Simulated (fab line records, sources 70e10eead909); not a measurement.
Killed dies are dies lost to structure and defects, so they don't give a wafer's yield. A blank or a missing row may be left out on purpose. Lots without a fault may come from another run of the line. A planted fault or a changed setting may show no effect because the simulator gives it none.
A struck lot beside a sound one | flow nand_harc | 13 steps out of a route of 1302
Sound: wafers L529.2, L529.3, L529.5. Struck: wafers L534.1, L534.5, L534.6. The cause comes at the end.
At each step with rows: each side's tool, then ch and its chambers, then its first start. Under that, the readings that differ: sound wafers | struck wafers | difference of the means | sigmas: that difference in standard deviations of wafers without a fault.
alike: readings whose means differ by less than 2 such deviations, and words and numbers that are the same on both sides. not compared: withheld readings, readings that some wafer has no value for, bounds like >300 that may hide the same value, and numbers for which the record gives no deviation and whose values overlap.
The two part at a step that has a row with sigmas, a row that says differs or no value, or rows on one side only. Numbers that don't overlap but have no deviation are shown without sigmas and don't part them. A reading that every wafer of one side lacks parts them only if that side has two wafers or more.

NHARC_A_SOURCE_PLATE_THK_MEAS_06: measures by ellipsometry.
  sound on film_metro-02, day 10 14:49; struck on film_metro-02, day 12 20:51
  reading     | sound             | struck            | difference | sigmas
  thk_nm (nm) | 196.6 196.1 198.4 | 203.2 201.1 202.5 | +5.2       | +2
NHARC_A_SOURCE_PLATE_INSPECT_08:
  sound on defect_inspect-01, day 10 14:53; struck on defect_inspect-01, day 12 20:55
  alike: raw_defect_count
then, 1 step without rows for these wafers: NHARC_A_ONON_D1_DEP_00 (target thk 1000 nm).
NHARC_A_ONON_D1_THK_MEAS_02: measures by ellipsometry.
  sound on film_metro-02, day 10 15:28; struck on film_metro-02, day 12 21:29
  alike: thk_nm
then, 1 step without rows for these wafers: NHARC_A_ONON_D1_DEP_03 (target thk 1000 nm).
NHARC_A_ONON_D1_THK_MEAS_05: measures by ellipsometry.
  sound on film_metro-01, day 10 16:01; struck on film_metro-02, day 12 22:04
  alike: thk_nm
then, 1 step without rows for these wafers: NHARC_A_ONON_D1_DEP_06 (target thk 1000 nm).
NHARC_A_ONON_D1_THK_MEAS_08: measures by ellipsometry.
  sound on film_metro-01, day 10 16:36; struck on film_metro-01, day 12 22:38
  alike: thk_nm
then, 1 step without rows for these wafers: NHARC_A_ONON_D1_DEP_09 (target thk 1000 nm).
NHARC_A_ONON_D1_THK_MEAS_11: measures by ellipsometry.
  sound on film_metro-01, day 10 17:10; struck on film_metro-02, day 12 23:11
  alike: thk_nm
NHARC_A_ONON_D1_DEP_12: target thk 1000 nm.
  sound on pecvd_onon-04 ch 0, day 10 17:17; struck on pecvd_onon-04 ch 0, day 12 23:15
NHARC_A_ONON_D1_THK_MEAS_14: measures by ellipsometry.
  sound on film_metro-01, day 10 17:44; struck on film_metro-02, day 12 23:56
  reading     | sound        | struck         | difference | sigmas
  thk_nm (nm) | 1000 997 996 | 1579 1580 1578 | +581       | +59
  not compared: hold
NHARC_END_SORT_01:
  the record has rows for the sound wafers here (prober-02 ch 0, day 27 09:27) and none for the struck ones

WHERE THEY PART
First at NHARC_A_SOURCE_PLATE_THK_MEAS_06; last, within this record, at NHARC_END_SORT_01.

WHY: what the simulator had put in
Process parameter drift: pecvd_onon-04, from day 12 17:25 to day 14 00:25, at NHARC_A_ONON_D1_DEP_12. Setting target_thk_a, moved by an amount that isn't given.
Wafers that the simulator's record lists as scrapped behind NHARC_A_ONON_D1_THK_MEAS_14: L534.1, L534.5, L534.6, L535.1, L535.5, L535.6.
